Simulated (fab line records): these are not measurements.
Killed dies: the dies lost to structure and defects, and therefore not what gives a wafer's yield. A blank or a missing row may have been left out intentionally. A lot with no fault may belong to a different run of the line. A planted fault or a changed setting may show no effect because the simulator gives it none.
Matching of chambers	flow n5-finfet	N5_BEOL_M5_DESCUM_16 on rie-diel-03 has 4 sister chambers
The step chemistry O2, time 7 s. 18 wafers are shown with their chamber, then 9 later ones without.

== WAFERS PAIRED WITH THEIR CHAMBERS ==
wafer	chamber	showerhead-plenum-p-Torr (Torr)	throttle-valve-pct (%)	oes-product-au (a.u.)
L077.1	3	2.02	20.42	0.80
L077.2	2	2.00	20.34	0.73
L077.5	3	2.02	20.43	0.80
L082.2	1	2.14	20.12	0.97
L082.4	2	1.99	20.37	0.72
L082.6	2	1.99	20.37	0.72
L083.1	0	2.00	20.62	0.76
L083.2	1	2.14	20.11	0.97
L083.3	2	1.99	20.35	0.73
L084.2	1	2.14	20.12	0.96
L084.4	2	1.99	20.36	0.72
L084.5	0	2.00	20.62	0.75
L089.1	3	2.01	20.46	0.78
L089.5	1	2.13	20.14	0.94
L089.6	0	2.00	20.63	0.74
L090.1	0	2.00	20.64	0.74
L090.3	3	2.01	20.46	0.77
L090.4	2	1.99	20.39	0.72

SIGNATURES (means of the wafers above)
reading	chamber 0	chamber 1	chamber 2	chamber 3	scatter within a chamber
showerhead-plenum-p-Torr	2.0000	2.1375	1.9917	2.0150	0.0043
throttle-valve-pct	20.6275	20.1225	20.3633	20.4425	0.0159
oes-product-au	0.7475	0.9600	0.7233	0.7875	0.011
Rule: for each reading, subtract the chamber's mean from the wafer's reading, divide by that reading's scatter and square the result; add these up over the readings and take the root, which gives the wafer's distance from the chamber. If the next closest chamber is less than 2 further off than the closest, the wafer can't be placed; otherwise it belongs to the closest. The scatter: the root of (the sum of the squares of (reading less its chamber's mean) over the shown wafers, divided by (wafers less chambers)).

== WAFERS WITH NO CHAMBER GIVEN ==
wafer	showerhead-plenum-p-Torr (Torr)	throttle-valve-pct (%)	oes-product-au (a.u.)
L094.1	1.99	20.40	0.71
L094.5	1.99	20.64	0.74
L094.6	2.13	20.17	0.92
L096.1	1.98	20.42	0.70
L096.4	2.13	20.16	0.90
L096.5	1.98	20.43	0.70
L097.1	2.12	20.16	0.89
L097.3	1.98	20.44	0.70
L097.5	2.13	20.18	0.90

== WHICH CHAMBER EACH ONE RAN IN ==
wafer	from the rows above	in truth
L094.1	2	2
L094.5	0	0
L094.6	1	1
L096.1	2	2
L096.4	1	1
L096.5	2	2
L097.1	1	1
L097.3	2	2
L097.5	1	1
Correctly placed: 9 of 9. Number that these rows cannot place: 0. 0 placed wrongly.
